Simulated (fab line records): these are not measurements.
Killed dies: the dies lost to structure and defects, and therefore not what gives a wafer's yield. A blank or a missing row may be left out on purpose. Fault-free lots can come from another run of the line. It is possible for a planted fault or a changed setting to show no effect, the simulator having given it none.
A struck lot beside a sound one | flow n5_finfet | 36 steps out of a route of 1938
Sound: wafers L158.1, L158.2, L158.6. Wafers L153.4, L153.6 were the ones struck. The cause is named last.
Order at every step that has rows: each side's tool, ch and its chambers, its first start. Under that, the readings that differ: sound wafers | struck wafers | difference of the means | sigmas: that difference in standard deviations of wafers without a fault.
alike: same words and numbers on both sides, and readings whose means sit less than 2 such deviations apart. not compared: any withheld reading, any reading some wafer has no value for, any bound like >300 that may hide the same value, and any number with overlapping values for which the record gives no deviation.
The two part at a step that has a row with sigmas, a row that says differs or no value, or rows on one side only. Non-overlapping numbers with no deviation appear without sigmas and do not part them. A reading that every wafer of one side lacks parts them only if that side has two wafers or more.

first, 9 steps without rows for these wafers: N5_BEOL_M7_ALD_77 (deposits TaN, target thk 2 nm, pulse time 2 s, purge time 3 s); N5_BEOL_M7_SURFACE_TREAT_79; N5_BEOL_M7_CVD_78 (deposits Co from CCTBA/H2, target thk 2 nm, time 142.3 s); N5_BEOL_M7_SPUTTER_48 (material Cu, target thk 10 nm, time 1.667 s); N5_BEOL_M7_ECD_50 (material Cu, target thk 300 nm); N5_BEOL_M7_ANNEAL_51 (time 90 s); N5_BEOL_M7_CMP_52 (polishes, stops on SiCOH lowk, t overpolish 6.9 s, target thk 80 nm); N5_BEOL_M7_PRE_CLEAN_55 (time 15 s); N5_BEOL_M7_DEP_56 (deposits SiCN from 3MS/NH3, target thk 10 nm, time 17.5 s).
N5_BEOL_M8_ILD_DEP_00: deposits SiCOH lowk from DEMS/porogen, target thk 179.75 nm, time 33.4 s.
  sound on pecvd-04 ch 0,2, day 17 17:17; struck on pecvd-02 ch 0,2, day 18 12:25
  reading                                            | sound             | struck      | difference | sigmas
  model.SiCOH_lowk_of_BEOL_M8_ILD_DEP_00.thk_nm (nm) | 178.6 182.6 184.8 | 147.6 146.2 | -35.1      |
  alike: heater_power_w, showerhead_plenum_p_Torr, throttle_valve_pct
then, 1 step without rows for these wafers: N5_BEOL_M8_CURE_74 (cures SiCOH lowk, time 240 s).
N5_BEOL_M8_THK_MEAS_01:
  sound on film_metro-01 at day 17 17:52; struck on film_metro-02 at day 18 12:58
  reading         | sound             | struck      | difference | sigmas
  M8_ILD_THK (nm) | 154.1 157.4 159.3 | 127.1 125.7 | -30.5      | -16
then, 23 steps without rows for these wafers: N5_BEOL_M8_PECVD_70 (deposits SiO2 from TEOS/O2, target thk 20 nm, time 22.7 s); N5_BEOL_M8_HM_DEP_02 (deposits TiN, target thk 20 nm); N5_BEOL_M8_COAT_59 (time 60 s, resist thk 100 nm); N5_BEOL_M8_COAT_60 (time 60 s, resist thk 35 nm); N5_BEOL_M8_COAT_05 (resist thk 90 nm); N5_BEOL_M8_EBR_07; N5_BEOL_M8_SOFTBAKE_06 (time 60 s); N5_BEOL_M8_EXPOSE_08 (exposes mask M8); N5_BEOL_M8_PEB_09 (peb time 60 s); N5_BEOL_M8_DEVELOP_10 (develop time 30 s); N5_BEOL_M8_DESCUM_16 (chemistry O2, time 7.9 s); N5_BEOL_M8_ETCH_61 (etches SiARC in CF4, target depth 45.5 nm, time 75.8 s); N5_BEOL_M8_ETCH_62 (etches SOC in N2/H2, target depth 110 nm, overetch 22 nm, time 165 s); N5_BEOL_M8_STRIP_68 (strips in N2/H2); N5_BEOL_M8_STRIP_67 (strips in CF4); N5_BEOL_M8_HM_OPEN_17 (chemistry Cl2/BCl3, target TiN, target depth 20 nm, overetch 6 nm); N5_BEOL_M8_STRIP_19 (strips in O2); N5_BEOL_M8_COAT_63 (time 60 s, resist thk 60 nm); N5_BEOL_M8_COAT_64 (time 60 s, resist thk 12 nm); N5_BEOL_M8_COAT_71 (time 60 s, resist thk 5 nm); N5_BEOL_M8_COAT_22 (resist thk 30 nm); N5_BEOL_M8_EBR_24; N5_BEOL_M8_SOFTBAKE_23 (time 60 s).
N5_BEOL_M8_CMP_52: polishes, stops on SiCOH lowk, t overpolish 6.9 s, target thk 80 nm.
  sound on cmp-02 ch 1,2,3, day 18 04:02; struck on cmp-04 ch 1,2, day 18 18:23
  reading                                            | sound           | struck      | difference | sigmas
  model.SiCOH_lowk_of_BEOL_M8_ILD_DEP_00.thk_nm (nm) | 151 154.6 156.4 | 124.2 122.8 | -30.5      |
  alike: clearing_platen_down_force_psi, motor_current_A, retaining_ring_pressure_frac

## WHERE THEY PART
N5_BEOL_M8_THK_MEAS_01 only, going by this record. Later steps at which nothing parts them and some readings are alike: N5_BEOL_M8_CMP_52.

WHY: what the simulator had put in
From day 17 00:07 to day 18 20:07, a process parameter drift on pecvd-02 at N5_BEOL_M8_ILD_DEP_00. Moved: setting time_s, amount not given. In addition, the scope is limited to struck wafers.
